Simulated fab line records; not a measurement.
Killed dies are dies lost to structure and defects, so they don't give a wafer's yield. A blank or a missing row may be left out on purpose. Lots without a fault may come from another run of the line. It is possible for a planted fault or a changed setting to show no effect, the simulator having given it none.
fab line records	flow n5_finfet
record lots=24	wafers=72	last_day=19
route steps=1938 shown BEOL_M8@1394 BEOL_M9@1401
lots that met no fault: from a run of the same line without faults
start_h: hours from the record's opening day to when the first of the lot's shown wafers began	wait_h: hours elapsed since this lot's preceding step	" repeats the value in the row above	L1.1+2: a single row standing in for several wafers	- either no value or no given start	* or withheld: withheld	< > ~ a bound
route shown NAME@n: a module of which the file shows steps, and the number in the route of the first	usual: mean and standard deviation over wafers with no fault	same: alike in all rows	chamber/n: place in a boat	sites: per-site readings	_std_site: standard deviation across them	_edge_site: mean of outer sites minus mean of inner sites	radius_mm: for every site, how far away it sits from the centre of the wafer	mask NAME#n: copy n	behind: the last tool/chamber to shape the wafer	hold: why the lot went on hold/how many hours it stayed there/how the hold came to an end	device: names the non-switching transistor (n, p or np)	end of line: the tests these same wafers got at the end of their route	a step with no rows: only its recipe	killed: dies lost to structure and defects at the first sort, not the wafer's yield	map: per-die view of a wafer (x killed, . not killed, _ where there is no die)
set.NAME: the run value of the setting; set.NAME@STEP: its run value at that earlier step	model.NAME: the simulator's own value behind a step, which no gauge read
a sample of lots followed through the steps of the route, with each step as a table and each wafer as a row
services: from which hour (start_h, from the record's first day; less than 0 if before it) a tool's chamber was out of use, for how many hours, and why
## steps
# step N5_BEOL_M8_ANNEAL_51
# recipe temp_c=225	time_s=90	ambient=N2
# usual wafer_temp_C_max=225.83/0.29
lot.wafer	tool	chamber	start_h	wait_h	wafer_temp_C_max
L076.2	rtp_anneal-01	0	248.19	0.3	225.34
L076.3	"	0	"	"	225.70
L076.5	"	0	"	"	225.57
L074.1	rtp_anneal-01	0	248.41	0.5	225.35
L074.3	"	0	"	"	225.26
L074.5	"	0	"	"	225.38
L075.1	rtp_anneal-02	0	253.62	0.1	225.74
L075.3	"	0	"	"	225.72
L075.6	"	0	"	"	225.97
L077.2	rtp_anneal-02	0	257.88	0.1	226.34
L077.4	"	0	"	"	225.93
L077.6	"	0	"	"	225.85
L078.1	rtp_anneal-01	0	266.73	0.1	225.72
L078.4	"	0	"	"	225.54
L078.6	"	0	"	"	225.82
L079.1	rtp_anneal-01	0	278.02	0.1	225.64
L079.2	"	0	"	"	225.51
L079.4	"	0	"	"	225.47
L081.2	rtp_anneal-02	0	280.07	0.1	226.36
L081.4	"	0	"	"	226.09
L081.6	"	0	"	"	225.94
L080.1	rtp_anneal-01	0	284.23	0.1	225.79
L080.3	"	0	"	"	226.08
L080.4	"	0	"	"	225.82
L082.1	rtp_anneal-02	0	286.75	0.2	226.34
L082.4	"	0	"	"	225.94
L082.6	"	0	"	"	226.30
L085.2	rtp_anneal-01	0	291.74	0.1	226.12
L085.4	"	0	"	"	225.93
L085.6	"	0	"	"	225.71
L083.1	rtp_anneal-01	0	295.77	0.1	225.46
L083.2	"	0	"	"	225.50
L083.5	"	0	"	"	225.27
L084.2	rtp_anneal-02	0	306.96	0.4	226.06
L084.4	"	0	"	"	225.90
L084.5	"	0	"	"	225.94
L087.3	rtp_anneal-01	0	312.87	0.3	225.49
L087.4	"	0	"	"	225.67
L087.5	"	0	"	"	225.73
L089.1	rtp_anneal-02	0	315.41	0.1	225.79
L089.2	"	0	"	"	226.19
L089.4	"	0	"	"	225.91
L086.2	rtp_anneal-02	0	317.09	0.2	226.14
L086.4	"	0	"	"	225.81
L086.5	"	0	"	"	225.90
L088.1	rtp_anneal-02	0	331.53	0.1	225.95
L088.2	"	0	"	"	226.35
L088.5	"	0	"	"	225.97
L090.1	rtp_anneal-01	0	335.08	0.1	225.88
L090.4	"	0	"	"	225.50
L090.6	"	0	"	"	225.48
L091.1	rtp_anneal-01	0	349.17	0.3	225.74
L091.2	"	0	"	"	225.61
L091.4	"	0	"	"	225.64
L092.2	rtp_anneal-01	0	352.96	0.2	225.60
L092.3	"	0	"	"	225.95
L092.5	"	0	"	"	225.72
L093.2	rtp_anneal-02	0	362.28	0.1	226.35
L093.4	"	0	"	"	225.98
L093.6	"	0	"	"	226.17
L094.3	rtp_anneal-02	0	364.35	0.6	226.24
L094.4	"	0	"	"	226.16
L094.5	"	0	"	"	225.75
L096.1	rtp_anneal-02	0	365.30	0.1	225.96
L096.3	"	0	"	"	225.81
L096.4	"	0	"	"	225.88
L095.1	rtp_anneal-01	0	365.49	0.2	225.98
L095.3	"	0	"	"	226.03
L095.4	"	0	"	"	225.71
L097.1	rtp_anneal-01	0	385.35	0.2	225.49
L097.3	"	0	"	"	225.96
L097.6	"	0	"	"	225.57
# step N5_BEOL_M8_INSPECT_58
# recipe inspect_instrument=darkfield	mode=post_dep
# usual raw_defect_count=67/18
lot.wafer	tool	chamber	start_h	wait_h	raw_defect_count
L076.2	defect_inspect-01	-	248.99	0.0	86
L076.3	"	-	"	"	91
L076.5	"	-	"	"	51
L074.1	defect_inspect-01	-	249.17	0.0	36
L074.3	"	-	"	"	43
L074.5	"	-	"	"	58
L075.1	defect_inspect-01	-	254.38	0.0	42
L075.3	"	-	"	"	64
L075.6	"	-	"	"	36
L077.2	defect_inspect-02	-	258.62	0.0	45
L077.4	"	-	"	"	90
L077.6	"	-	"	"	58
L078.1	defect_inspect-02	-	267.48	0.0	83
L078.4	"	-	"	"	110
L078.6	"	-	"	"	54
L079.1	defect_inspect-01	-	278.76	0.0	49
L079.2	"	-	"	"	67
L079.4	"	-	"	"	45
L081.2	defect_inspect-01	-	280.78	0.0	71
L081.4	"	-	"	"	115
L081.6	"	-	"	"	90
L080.1	defect_inspect-02	-	284.98	0.0	56
L080.3	"	-	"	"	69
L080.4	"	-	"	"	67
L082.1	defect_inspect-01	-	287.49	0.0	52
L082.4	"	-	"	"	61
L082.6	"	-	"	"	53
L085.2	defect_inspect-01	-	292.46	0.0	80
L085.4	"	-	"	"	77
L085.6	"	-	"	"	45
L083.1	defect_inspect-01	-	296.52	0.0	79
L083.2	"	-	"	"	52
L083.5	"	-	"	"	84
L084.2	defect_inspect-01	-	307.68	0.0	55
L084.4	"	-	"	"	82
L084.5	"	-	"	"	70
L087.3	defect_inspect-02	-	313.53	0.0	72
L087.4	"	-	"	"	72
L087.5	"	-	"	"	95
L089.1	defect_inspect-01	-	316.15	0.0	56
L089.2	"	-	"	"	58
L089.4	"	-	"	"	50
L086.2	defect_inspect-02	-	317.81	0.0	65
L086.4	"	-	"	"	90
L086.5	"	-	"	"	77
L088.1	defect_inspect-01	-	332.36	0.0	60
L088.2	"	-	"	"	59
L088.5	"	-	"	"	55
L090.1	defect_inspect-01	-	335.82	0.0	52
L090.4	"	-	"	"	74
L090.6	"	-	"	"	62
L091.1	defect_inspect-02	-	349.92	0.0	81
L091.2	"	-	"	"	47
L091.4	"	-	"	"	54
L092.2	defect_inspect-02	-	353.70	0.0	55
L092.3	"	-	"	"	52
L092.5	"	-	"	"	44
L093.2	defect_inspect-01	-	362.98	0.0	90
L093.4	"	-	"	"	102
L093.6	"	-	"	"	66
L094.3	defect_inspect-02	-	365.01	0.0	71
L094.4	"	-	"	"	82
L094.5	"	-	"	"	53
L096.1	defect_inspect-02	-	366.05	0.0	67
L096.3	"	-	"	"	50
L096.4	"	-	"	"	67
L095.1	defect_inspect-01	-	366.24	0.0	58
L095.3	"	-	"	"	67
L095.4	"	-	"	"	57
L097.1	defect_inspect-01	-	386.13	0.0	45
L097.3	"	-	"	"	61
L097.6	"	-	"	"	79
# step N5_BEOL_M9_ILD_DEP_00
# recipe material=SiCOH_lowk	target_thk_a=3085.1	temp_c=300	precursor=DEMS/porogen	pressure_torr=5	rf_w=500	time_s=58
# usual heater_power_w=294/41	showerhead_plenum_p_Torr=5.739/0.017	throttle_valve_pct=13.9/0.95
lot.wafer	tool	chamber	start_h	wait_h	heater_power_w	showerhead_plenum_p_Torr	throttle_valve_pct
L076.2	pecvd-01	0	249.03	0.0	275	5.749	13.5
L076.3	"	1	"	"	295	5.729	13.0
L076.5	"	1	"	"	302	5.727	13.0
L074.1	pecvd-04	2	249.21	0.0	305	5.695	13.2
L074.3	"	1	"	"	273	5.737	14.4
L074.5	"	0	"	"	356	5.743	14.2
L075.1	pecvd-01	0	254.41	0.0	244	5.728	13.7
L075.3	"	2	"	"	283	5.753	12.5
L075.6	"	0	"	"	252	5.760	13.4
L077.2	pecvd-04	1	258.65	0.0	236	5.752	14.5
L077.4	"	0	"	"	358	5.742	14.2
L077.6	"	1	"	"	265	5.736	14.3
L078.1	pecvd-01	0	267.52	0.0	285	5.758	13.5
L078.4	"	2	"	"	239	5.751	12.6
L078.6	"	0	"	"	286	5.756	13.7
L079.1	pecvd-01	2	278.80	0.0	291	5.757	12.3
L079.2	"	0	"	"	243	5.758	13.2
L079.4	"	2	"	"	289	5.745	12.7
L081.2	pecvd-04	0	280.81	0.0	365	5.742	14.1
L081.4	"	0	"	"	369	5.730	14.0
L081.6	"	1	"	"	261	5.735	14.4
L080.1	pecvd-04	1	285.02	0.0	277	5.759	14.5
L080.3	"	2	"	"	329	5.706	13.3
L080.4	"	1	"	"	284	5.740	14.4
L082.1	pecvd-04	0	287.53	0.0	360	5.728	14.0
L082.4	"	1	"	"	269	5.736	14.5
L082.6	"	0	"	"	367	5.740	13.8
L085.2	pecvd-01	1	292.50	0.0	260	5.721	12.9
L085.4	"	2	"	"	287	5.754	12.5
L085.6	"	0	"	"	276	5.746	13.4
L083.1	pecvd-04	1	296.56	0.0	291	5.760	14.6
L083.2	"	0	"	"	320	5.770	14.2
L083.5	"	1	"	"	293	5.748	14.4
L084.2	pecvd-04	2	307.71	0.0	299	5.711	13.2
L084.4	"	1	"	"	289	5.732	14.0
L084.5	"	2	"	"	306	5.705	13.2
L087.3	pecvd-04	0	313.56	0.0	326	5.750	14.1
L087.4	"	2	"	"	260	5.703	13.3
L087.5	"	0	"	"	342	5.740	13.9
L089.1	pecvd-03	2	316.19	0.0	291	5.764	13.4
L089.2	"	1	"	"	287	5.749	15.3
L089.4	"	2	"	"	298	5.748	13.0
L086.2	pecvd-03	2	317.84	0.0	301	5.747	13.2
L086.4	"	1	"	"	278	5.741	15.4
L086.5	"	0	"	"	363	5.734	15.5
L088.1	pecvd-04	2	332.39	0.0	306	5.714	13.4
L088.2	"	0	"	"	303	5.742	13.8
L088.5	"	0	"	"	313	5.741	13.9
L090.1	pecvd-03	1	335.86	0.0	283	5.724	15.0
L090.4	"	1	"	"	294	5.737	15.4
L090.6	"	0	"	"	351	5.756	15.7
L091.1	pecvd-01	1	349.96	0.0	280	5.742	12.7
L091.2	"	2	"	"	287	5.752	12.5
L091.4	"	0	"	"	261	5.761	13.6
L092.2	pecvd-04	2	353.74	0.0	260	5.709	13.3
L092.3	"	0	"	"	364	5.741	13.9
L092.5	"	2	"	"	273	5.704	13.6
L093.2	pecvd-03	2	363.02	0.0	310	5.753	13.3
L093.4	"	1	"	"	247	5.735	15.4
L093.6	"	2	"	"	234	5.747	13.1
L094.3	pecvd-01	2	365.05	0.0	275	5.758	12.8
L094.4	"	0	"	"	291	5.754	13.8
L094.5	"	1	"	"	245	5.738	12.9
L096.1	pecvd-03	1	366.09	0.0	287	5.746	15.2
L096.3	"	0	"	"	368	5.739	15.9
L096.4	"	0	"	"	372	5.738	16.1
L095.1	pecvd-03	1	366.28	0.0	293	5.734	15.1
L095.3	"	0	"	"	361	5.735	15.7
L095.4	"	2	"	"	259	5.755	13.1
L097.1	pecvd-04	0	386.17	0.0	369	5.748	13.9
L097.3	"	2	"	"	259	5.708	13.4
L097.6	"	2	"	"	272	5.693	13.4
# step N5_BEOL_M9_PECVD_70
# recipe material=SiO2	target_thk_a=200	temp_c=400	precursor=TEOS/O2	pressure_torr=5.5	rf_w=450	teos_flow_sccm=53.8	gas=O2	flow_sccm=3000	time_s=22.7
# usual heater_power_w=687/70	showerhead_plenum_p_Torr=8.78/0.066	throttle_valve_pct=22.4/1.5
lot.wafer	tool	chamber	start_h	wait_h	heater_power_w	showerhead_plenum_p_Torr	throttle_valve_pct
L076.2	pecvd-01	2	249.66	0.0	645	8.83	20.2
L076.3	"	1	"	"	690	8.78	21.1
L076.5	"	2	"	"	671	8.82	20.3
L074.1	pecvd-04	1	251.28	0.0	641	8.79	23.3
L074.3	"	0	"	"	801	8.78	22.7
L074.5	"	1	"	"	632	8.78	23.1
L075.1	pecvd-04	2	255.04	0.0	738	8.65	21.4
L075.3	"	1	"	"	711	8.76	23.3
L075.6	"	1	"	"	691	8.82	23.3
L077.2	pecvd-03	0	259.31	0.0	790	8.81	25.2
L077.4	"	0	"	"	805	8.82	25.2
L077.6	"	1	"	"	639	8.75	24.5
L078.1	pecvd-01	1	268.14	0.0	620	8.76	20.9
L078.4	"	2	"	"	691	8.84	20.1
L078.6	"	0	"	"	617	8.85	22.0
L079.1	pecvd-04	1	279.98	0.0	694	8.80	23.3
L079.2	"	0	"	"	813	8.80	22.4
L079.4	"	2	"	"	717	8.64	21.7
L081.2	pecvd-04	0	281.92	0.0	736	8.77	22.7
L081.4	"	0	"	"	724	8.79	22.5
L081.6	"	1	"	"	672	8.80	23.1
L080.1	pecvd-03	0	286.47	0.0	803	8.80	25.3
L080.3	"	2	"	"	672	8.79	21.2
L080.4	"	1	"	"	594	8.76	24.7
L082.1	pecvd-04	0	288.64	0.0	838	8.79	22.5
L082.4	"	0	"	"	794	8.78	22.7
L082.6	"	1	"	"	625	8.80	23.4
L085.2	pecvd-01	0	293.33	0.0	613	8.84	21.7
L085.4	"	2	"	"	652	8.85	20.6
L085.6	"	2	"	"	650	8.85	20.1
L083.1	pecvd-04	1	297.55	0.0	650	8.79	23.1
L083.2	"	0	"	"	827	8.79	22.6
L083.5	"	0	"	"	835	8.82	22.5
L084.2	pecvd-04	1	308.34	0.0	669	8.80	23.2
L084.4	"	1	"	"	675	8.81	23.3
L084.5	"	2	"	"	708	8.63	21.5
L087.3	pecvd-04	2	314.19	0.0	735	8.67	21.5
L087.4	"	2	"	"	754	8.63	21.6
L087.5	"	0	"	"	672	8.78	22.4
L089.1	pecvd-03	0	316.86	0.0	782	8.82	25.3
L089.2	"	2	"	"	668	8.81	21.3
L089.4	"	2	"	"	697	8.82	21.2
L086.2	pecvd-03	1	318.47	0.0	667	8.77	24.5
L086.4	"	1	"	"	662	8.75	24.6
L086.5	"	2	"	"	592	8.80	21.2
L088.1	pecvd-04	1	333.02	0.0	686	8.80	23.1
L088.2	"	0	"	"	748	8.79	22.6
L088.5	"	1	"	"	673	8.82	23.3
L090.1	pecvd-03	1	336.52	0.0	571	8.76	24.6
L090.4	"	0	"	"	833	8.83	25.2
L090.6	"	0	"	"	825	8.81	25.2
L091.1	pecvd-01	0	351.06	0.0	639	8.85	21.7
L091.2	"	2	"	"	584	8.82	20.2
L091.4	"	2	"	"	597	8.87	20.2
L092.2	pecvd-03	0	354.86	0.0	757	8.83	25.2
L092.3	"	2	"	"	701	8.81	21.3
L092.5	"	0	"	"	746	8.83	25.3
L093.2	pecvd-01	2	363.77	0.0	604	8.84	20.3
L093.4	"	2	"	"	600	8.85	20.3
L093.6	"	1	"	"	679	8.76	21.0
L094.3	pecvd-04	0	365.67	0.0	748	8.79	22.6
L094.4	"	1	"	"	596	8.80	23.2
L094.5	"	2	"	"	766	8.65	21.5
L095.1	pecvd-04	1	367.53	0.0	686	8.79	23.2
L095.3	"	2	"	"	694	8.64	21.7
L095.4	"	1	"	"	668	8.77	23.5
L096.1	pecvd-01	0	367.60	0.0	604	8.85	21.9
L096.3	"	2	"	"	643	8.86	20.3
L096.4	"	0	"	"	577	8.84	22.0
L097.1	pecvd-04	2	387.31	0.0	660	8.66	21.8
L097.3	"	0	"	"	780	8.77	22.6
L097.6	"	2	"	"	669	8.65	21.6
# step N5_BEOL_M9_HM_DEP_02
# recipe material=TiN	target_thk_a=200	temp_c=25	chamber_pressure_pa=0.49996
# usual throttle_valve_pct=30.3/1.5
lot.wafer	tool	chamber	start_h	wait_h	throttle_valve_pct
L076.2	pvd_sputter-02	-	253.11	3.4	29.8
L076.3	"	-	"	"	30.8
L076.5	"	-	"	"	31.1
L074.1	pvd_sputter-02	-	253.31	2.0	31.0
L074.3	"	-	"	"	28.0
L074.5	"	-	"	"	30.1
L075.1	pvd_sputter-03	-	256.60	1.5	28.3
L075.3	"	-	"	"	28.4
L075.6	"	-	"	"	28.0
L077.2	pvd_sputter-01	-	260.82	1.5	31.6
L077.4	"	-	"	"	33.4
L077.6	"	-	"	"	33.4
L078.1	pvd_sputter-03	-	269.30	1.1	28.4
L078.4	"	-	"	"	30.7
L078.6	"	-	"	"	28.0
L079.1	pvd_sputter-02	-	280.04	0.0	31.0
L079.2	"	-	"	"	30.3
L079.4	"	-	"	"	30.2
L081.2	pvd_sputter-03	-	282.08	0.1	28.4
L081.4	"	-	"	"	30.8
L081.6	"	-	"	"	29.8
L080.1	pvd_sputter-02	-	287.59	1.1	28.0
L080.3	"	-	"	"	31.2
L080.4	"	-	"	"	30.2
L082.1	pvd_sputter-01	-	289.52	0.9	33.2
L082.4	"	-	"	"	31.4
L082.6	"	-	"	"	31.2
L085.2	pvd_sputter-02	-	294.00	0.7	28.1
L085.4	"	-	"	"	31.1
L085.6	"	-	"	"	31.3
L083.1	pvd_sputter-01	-	297.60	0.0	31.4
L083.2	"	-	"	"	33.2
L083.5	"	-	"	"	31.6
L084.2	pvd_sputter-01	-	310.14	1.8	30.4
L084.4	"	-	"	"	29.5
L084.5	"	-	"	"	30.5
L087.3	pvd_sputter-03	-	314.86	0.7	29.9
L087.4	"	-	"	"	28.7
L087.5	"	-	"	"	28.0
L089.1	pvd_sputter-01	-	320.61	3.7	31.1
L089.2	"	-	"	"	33.1
L089.4	"	-	"	"	29.6
L086.2	pvd_sputter-01	-	321.21	2.7	29.4
L086.4	"	-	"	"	31.2
L086.5	"	-	"	"	32.9
L088.1	pvd_sputter-03	-	334.13	1.1	28.2
L088.2	"	-	"	"	30.9
L088.5	"	-	"	"	28.1
L090.1	pvd_sputter-02	-	336.70	0.2	29.9
L090.4	"	-	"	"	31.2
L090.6	"	-	"	"	28.1
L091.1	pvd_sputter-01	-	351.30	0.2	31.1
L091.2	"	-	"	"	33.2
L091.4	"	-	"	"	29.3
L092.2	pvd_sputter-01	-	359.15	4.3	29.3
L092.3	"	-	"	"	31.3
L092.5	"	-	"	"	29.6
L093.2	pvd_sputter-02	-	367.21	3.4	30.9
L093.4	"	-	"	"	30.1
L093.6	"	-	"	"	28.2
L094.3	pvd_sputter-01	-	367.61	1.9	30.1
L094.4	"	-	"	"	33.0
L094.5	"	-	"	"	31.2
L095.1	pvd_sputter-01	-	367.97	0.4	30.2
L095.3	"	-	"	"	29.4
L095.4	"	-	"	"	33.3
L096.1	pvd_sputter-01	-	368.15	0.5	33.1
L096.3	"	-	"	"	30.3
L096.4	"	-	"	"	31.2
L097.1	pvd_sputter-01	-	388.55	1.2	29.6
L097.3	"	-	"	"	33.5
L097.6	"	-	"	"	31.3
# step N5_BEOL_M9_SURFACE_TREAT_79
# recipe gas=Ar	time_s=*	ion_energy_ev=*	ion_current_ma_cm2=0.5	pressure_mtorr=*	ar_flow_sccm=30
# usual throttle_valve_pct=*
lot.wafer	tool	chamber	start_h	wait_h	throttle_valve_pct
L074.1	pvd_sputter-01	-	257.51	0.2	*
L074.3	"	-	"	"	*
L074.5	"	-	"	"	*
L076.2	pvd_sputter-01	-	258.03	0.2	*
L076.3	"	-	"	"	*
L076.5	"	-	"	"	*
L075.1	pvd_sputter-01	-	261.29	0.3	*
L075.3	"	-	"	"	*
L075.6	"	-	"	"	*
L077.2	pvd_sputter-01	-	265.52	1.9	*
L077.4	"	-	"	"	*
L077.6	"	-	"	"	*
L078.1	pvd_sputter-02	-	273.56	0.2	*
L078.4	"	-	"	"	*
L078.6	"	-	"	"	*
L081.2	pvd_sputter-02	-	285.75	0.2	*
L081.4	"	-	"	"	*
L081.6	"	-	"	"	*
L079.1	pvd_sputter-02	-	285.79	0.2	*
L079.2	"	-	"	"	*
L079.4	"	-	"	"	*
L080.1	pvd_sputter-01	-	290.98	0.2	*
L080.3	"	-	"	"	*
L080.4	"	-	"	"	*
L082.1	pvd_sputter-01	-	294.10	0.2	*
L082.4	"	-	"	"	*
L082.6	"	-	"	"	*
L085.2	pvd_sputter-02	-	297.44	0.2	*
L085.4	"	-	"	"	*
L085.6	"	-	"	"	*
L083.1	pvd_sputter-03	-	303.30	0.2	*
L083.2	"	-	"	"	*
L083.5	"	-	"	"	*
L084.2	pvd_sputter-02	-	316.10	0.2	*
L084.4	"	-	"	"	*
L084.5	"	-	"	"	*
L087.3	pvd_sputter-02	-	323.97	1.7	*
L087.4	"	-	"	"	*
L087.5	"	-	"	"	*
L086.2	pvd_sputter-02	-	325.91	0.2	*
L086.4	"	-	"	"	*
L086.5	"	-	"	"	*
L089.1	pvd_sputter-02	-	326.07	0.2	*
L089.2	"	-	"	"	*
L089.4	"	-	"	"	*
L088.1	pvd_sputter-02	-	339.06	0.2	*
L088.2	"	-	"	"	*
L088.5	"	-	"	"	*
L090.1	pvd_sputter-02	-	340.06	0.2	*
L090.4	"	-	"	"	*
L090.6	"	-	"	"	*
L091.1	pvd_sputter-01	-	361.85	1.8	*
L091.2	"	-	"	"	*
L091.4	"	-	"	"	*
L092.2	pvd_sputter-03	-	363.35	0.4	*
L092.3	"	-	"	"	*
L092.5	"	-	"	"	*
L094.3	pvd_sputter-01	-	372.20	0.4	*
L094.4	"	-	"	"	*
L094.5	"	-	"	"	*
L093.2	pvd_sputter-01	-	372.24	0.2	*
L093.4	"	-	"	"	*
L093.6	"	-	"	"	*
L095.1	pvd_sputter-02	-	372.88	0.2	*
L095.3	"	-	"	"	*
L095.4	"	-	"	"	*
L096.1	pvd_sputter-01	-	373.01	0.2	*
L096.3	"	-	"	"	*
L096.4	"	-	"	"	*
L097.1	pvd_sputter-01	-	391.77	0.2	*
L097.3	"	-	"	"	*
L097.6	"	-	"	"	*
## services
tool	chamber	start_h	hours	kind
pecvd-04	2	258.08	2.1	scheduled_down
pecvd-01	1	292.97	3.6	repair
pecvd-04	0	292.97	2.1	scheduled_down
pecvd-01	-	297.04	28.1	pm
rtp_anneal-01	-	317.71	2.4	pm
pecvd-03	-	331.36	0.6	repair
pecvd-03	2	335.42	2.1	scheduled_down
pecvd-01	1	343.82	5.5	scheduled_down
pvd_sputter-03	-	353.36	1.1	repair
pecvd-03	1	354.73	2.1	scheduled_down
pvd_sputter-03	-	355.01	3.2	repair
pecvd-01	-	377.41	1.3	repair
pecvd-04	1	383.62	-	clean
pecvd-04	1	383.62	-	consumable_replace:showerhead
pecvd-04	1	383.62	29.0	scheduled_down
pecvd-04	1	383.62	29.0	vent_cycle
## key
fault none
